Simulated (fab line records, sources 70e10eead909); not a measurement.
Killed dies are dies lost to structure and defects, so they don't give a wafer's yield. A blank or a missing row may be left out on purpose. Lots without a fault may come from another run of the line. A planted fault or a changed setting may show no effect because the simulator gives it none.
Which tool did it? | flow nand_harc | 6 lots, 18 wafers sampled, at 4 steps of a route of 1302

WHAT THE GAUGES READ, wafer by wafer
NHARC_A_ONON_D2_THK_MEAS_14: measures by ellipsometry.
lot  | measured     | on            | thk_nm (nm)
L398 | day 12 10:49 | film_metro-01 | 1000 999 1000
L407 | day 15 17:37 | film_metro-02 | 643 640 643
L410 | day 17 06:02 | film_metro-02 | 993 994 995
L415 | day 19 13:14 | film_metro-02 | 1006 1005 1006
L418 | day 20 23:51 | film_metro-01 | 997 993 996
L421 | day 22 09:49 | film_metro-02 | 1003 1002 1001

WHICH TOOL RAN EACH LOT (tool, then ch and the chambers of the sampled wafers, then the start)
lot  | NHARC_A_CHANNEL_FILL_D1_ALD_14   | NHARC_A_CHANNEL_FILL_D1_CMP_10 | NHARC_A_ONON_D2_DEP_12
L398 | ald_hk-01 ch 0,1, day 9 05:35    | cmp-04 ch 0,1,3, day 10 22:19  | pecvd_onon-02 ch 0, day 12 10:17
L407 | ald_hk-02 ch 0,1, day 12 12:22   | cmp-02 ch 0,3, day 14 05:14    | pecvd_onon-04 ch 0, day 15 17:10
L410 | ald_hk-02 ch 0,3, day 13 22:35   | cmp-02 ch 0,1,3, day 15 15:32  | pecvd_onon-02 ch 0, day 17 05:37
L415 | ald_hk-02 ch 0,1, day 16 06:17   | cmp-01 ch 0,2,3, day 17 23:26  | pecvd_onon-04 ch 0, day 19 12:44
L418 | ald_hk-01 ch 0,1, day 17 14:59   | cmp-02 ch 0,2,3, day 19 07:37  | pecvd_onon-04 ch 0, day 20 23:20
L421 | ald_hk-01 ch 0,1,3, day 18 22:26 | cmp-04 ch 0,2,3, day 20 15:47  | pecvd_onon-03 ch 0, day 22 09:25
- NHARC_A_CHANNEL_FILL_D1_ALD_14: deposits SiO2, target thk 2.5 nm, pulse time 10 s, ald cycles 25.
- NHARC_A_CHANNEL_FILL_D1_CMP_10: polishes, target thk 150 nm.
- NHARC_A_ONON_D2_DEP_12: target thk 1000 nm.

THE ANSWER, worked out from the rows above alone
Rule: what is usual is taken from the lots themselves. Put in order of their means at a reading, lots are off if they are a third of the lots or fewer, leave a main group of 4 or more, and stand apart from it by a gap of 3 or more times the standard deviation of the main group's means; of several such gaps the widest counts. A main group whose means are all the same, to the digits that the tables above print for the reading, isn't used. A lot without any number at a reading at which 4 lots or more have one is off too. The other lots that the step has rows for count as sound.
Off: L407, at NHARC_A_ONON_D2_THK_MEAS_14 (thk_nm). The main group: mean 999 nm, standard deviation 4.3.
A tool fits if, at a process step before that reading, it ran every lot that is off, and no sound lot after the first of them. The gauges at NHARC_A_ONON_D2_THK_MEAS_14 are tried like those tools. None of those tried fits.

WHAT THE SIMULATOR HAD PUT IN
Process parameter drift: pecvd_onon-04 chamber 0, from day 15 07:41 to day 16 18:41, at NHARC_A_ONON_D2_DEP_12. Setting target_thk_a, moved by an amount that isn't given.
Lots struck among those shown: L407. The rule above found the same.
